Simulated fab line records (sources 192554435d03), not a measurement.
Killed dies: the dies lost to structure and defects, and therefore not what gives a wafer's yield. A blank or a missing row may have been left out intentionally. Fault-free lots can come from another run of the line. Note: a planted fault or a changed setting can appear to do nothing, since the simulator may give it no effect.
Split-lot experiment :: flow n5Finfet :: on a route of 1938 steps: 7 lots, 21 wafers read

## ON THE SPLIT
At N5_GATE_CUT_ALD_22 (deposits SiNx, target thk 16 nm, pulse time 1 s, ald cycles 320), the setting aldCycles was moved away from the recipe's 320 on 6 of the 21 wafers read, by -15.9% to +7.8%. All remaining wafers had this setting at the recipe value.

Reading taken at the split's own step.

## THE READING
SiNx_of_GATE_CUT_ALD_22.thkNm (the simulator's own value, which no gauge read), in nm, at N5_GATE_CUT_ALD_22 (deposits SiNx, target thk 16 nm, pulse time 1 s, ald cycles 320). The file does not state a usual value for it. The 15 wafers here that ran the recipe average 15.9 nm, standard deviation 0.088 nm.

wafer: L077.1
tool, chamber at the split: aldSin-03, 2
aldCycles as run: 305
against the recipe: -4.7%
SiNx_of_GATE_CUT_ALD_22.thkNm, nm: 15.4
against lot-mates on the recipe: -0.6

wafer: L077.2
tool, chamber at the split: aldSin-03, 3
aldCycles as run: 320
against the recipe: recipe
SiNx_of_GATE_CUT_ALD_22.thkNm, nm: 16
against lot-mates on the recipe: -

wafer: L077.3
tool, chamber at the split: aldSin-03, 0
aldCycles as run: 305
against the recipe: -4.7%
SiNx_of_GATE_CUT_ALD_22.thkNm, nm: 15.2
against lot-mates on the recipe: -0.8

wafer: L079.3
tool, chamber at the split: aldSin-02, 2
aldCycles as run: 345
against the recipe: +7.8%
SiNx_of_GATE_CUT_ALD_22.thkNm, nm: 17.4
against lot-mates on the recipe: +1.4

wafer: L079.4
tool, chamber at the split: aldSin-02, 3,1
aldCycles as run: 320
against the recipe: recipe
SiNx_of_GATE_CUT_ALD_22.thkNm, nm: 16
against lot-mates on the recipe: -

wafer: L079.6
tool, chamber at the split: aldSin-02, 3,1
aldCycles as run: 320
against the recipe: recipe
SiNx_of_GATE_CUT_ALD_22.thkNm, nm: 16
against lot-mates on the recipe: -

wafer: L082.2
tool, chamber at the split: aldSin-04, 0,3,2
aldCycles as run: 320
against the recipe: recipe
SiNx_of_GATE_CUT_ALD_22.thkNm, nm: 15.8
against lot-mates on the recipe: -

wafer: L082.3
tool, chamber at the split: aldSin-04, 0,3,2
aldCycles as run: 320
against the recipe: recipe
SiNx_of_GATE_CUT_ALD_22.thkNm, nm: 15.8
against lot-mates on the recipe: -

wafer: L082.4
tool, chamber at the split: aldSin-04, 0,3,2
aldCycles as run: 320
against the recipe: recipe
SiNx_of_GATE_CUT_ALD_22.thkNm, nm: 15.8
against lot-mates on the recipe: -

wafer: L084.1
tool, chamber at the split: aldSin-02, 3,0,2
aldCycles as run: 320
against the recipe: recipe
SiNx_of_GATE_CUT_ALD_22.thkNm, nm: 16
against lot-mates on the recipe: -

wafer: L084.4
tool, chamber at the split: aldSin-02, 3,0,2
aldCycles as run: 320
against the recipe: recipe
SiNx_of_GATE_CUT_ALD_22.thkNm, nm: 16
against lot-mates on the recipe: -

wafer: L084.5
tool, chamber at the split: aldSin-02, 3,0,2
aldCycles as run: 320
against the recipe: recipe
SiNx_of_GATE_CUT_ALD_22.thkNm, nm: 16
against lot-mates on the recipe: -

wafer: L085.1
tool, chamber at the split: aldSin-03, 2,1
aldCycles as run: 320
against the recipe: recipe
SiNx_of_GATE_CUT_ALD_22.thkNm, nm: 16
against lot-mates on the recipe: -

wafer: L085.5
tool, chamber at the split: aldSin-03, 2,1
aldCycles as run: 320
against the recipe: recipe
SiNx_of_GATE_CUT_ALD_22.thkNm, nm: 16
against lot-mates on the recipe: -

wafer: L085.4
tool, chamber at the split: aldSin-03, 0
aldCycles as run: 338
against the recipe: +5.6%
SiNx_of_GATE_CUT_ALD_22.thkNm, nm: 16.8
against lot-mates on the recipe: +0.8

wafer: L087.2
tool, chamber at the split: aldSin-03, 3,0
aldCycles as run: 320
against the recipe: recipe
SiNx_of_GATE_CUT_ALD_22.thkNm, nm: 16
against lot-mates on the recipe: -

wafer: L087.3
tool, chamber at the split: aldSin-03, 3,0
aldCycles as run: 320
against the recipe: recipe
SiNx_of_GATE_CUT_ALD_22.thkNm, nm: 16
against lot-mates on the recipe: -

wafer: L087.4
tool, chamber at the split: aldSin-03, 2
aldCycles as run: 299
against the recipe: -6.6%
SiNx_of_GATE_CUT_ALD_22.thkNm, nm: 15
against lot-mates on the recipe: -1.0

wafer: L097.3
tool, chamber at the split: aldSin-04, 1
aldCycles as run: 269
against the recipe: -15.9%
SiNx_of_GATE_CUT_ALD_22.thkNm, nm: 13.4
against lot-mates on the recipe: -2.5

wafer: L097.5
tool, chamber at the split: aldSin-04, 3
aldCycles as run: 320
against the recipe: recipe
SiNx_of_GATE_CUT_ALD_22.thkNm, nm: 16
against lot-mates on the recipe: -

wafer: L097.6
tool, chamber at the split: aldSin-04, 0
aldCycles as run: 320
against the recipe: recipe
SiNx_of_GATE_CUT_ALD_22.thkNm, nm: 15.8
against lot-mates on the recipe: -
Where a row lists several chambers, the file gives one row for several wafers and doesn't say which wafer went through which chamber.

THE FIT
A straight line over all 21 wafers: SiNx_of_GATE_CUT_ALD_22.thkNm changes by +0.16 nm for each +1% of aldCycles; r = +0.99; the points scatter about the line by 0.1 nm.
The same after taking each lot's own level away (the mean of its wafers on the recipe; 21 wafers): +0.158 nm for each +1%; r = +1.00; scatter 0.064 nm.
According to that fit, moving aldCycles by its largest amount changes the reading by 2.5 nm.
Across the lots, their own levels run from 15.80 to 16.00 nm, a range of 2.3 times the standard deviation given above.
The two slopes are in agreement: the lot-to-lot level therefore moves the slope only a little.
Check: with one of the wafers moved furthest among these (-15.9%) left out of the fit, the line predicts -2.53 nm for it against its lot-mates. It came out at -2.5 nm against them.

## THE OTHER SPLITS THESE WAFERS WENT THROUGH
These wafers also went through other splits before the reading. Each is held against what the fit with the lots' levels taken away leaves over:
other split on the same wafers: N5_ZERO_LAYER_PECVD_02 timeS
wafers away from the commonest value: 7
r with SiNx_of_GATE_CUT_ALD_22.thkNm (lot level and that fit taken away): +0.18

other split on the same wafers: N5_PMOS_HMC_CHANNEL_EPI_PEB_07 pebTimeS
wafers away from the commonest value: 6
r with SiNx_of_GATE_CUT_ALD_22.thkNm (lot level and that fit taken away): +0.44

other split on the same wafers: N5_PMOS_HMC_CHANNEL_EPI_DEVELOP_08 developTimeS
wafers away from the commonest value: 6
r with SiNx_of_GATE_CUT_ALD_22.thkNm (lot level and that fit taken away): -0.10

other split on the same wafers: N5_FIN_CUT_COAT_18 spinRpm
wafers away from the commonest value: 6
r with SiNx_of_GATE_CUT_ALD_22.thkNm (lot level and that fit taken away): -0.07

other split on the same wafers: N5_FIN_CUT_COAT_19 timeS
wafers away from the commonest value: 7
r with SiNx_of_GATE_CUT_ALD_22.thkNm (lot level and that fit taken away): -0.26

other split on the same wafers: N5_DUMMY_GATE_COAT_35 spinRpm
wafers away from the commonest value: 6
r with SiNx_of_GATE_CUT_ALD_22.thkNm (lot level and that fit taken away): +0.42

other split on the same wafers: N5_DUMMY_GATE_EXPOSE_12 doseMj
wafers away from the commonest value: 6
r with SiNx_of_GATE_CUT_ALD_22.thkNm (lot level and that fit taken away): +0.12

## THE FILE'S OWN FIT
SiNx_of_GATE_CUT_ALD_22.thkNm changes by +0.158 nm for each +1% of aldCycles, r = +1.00.
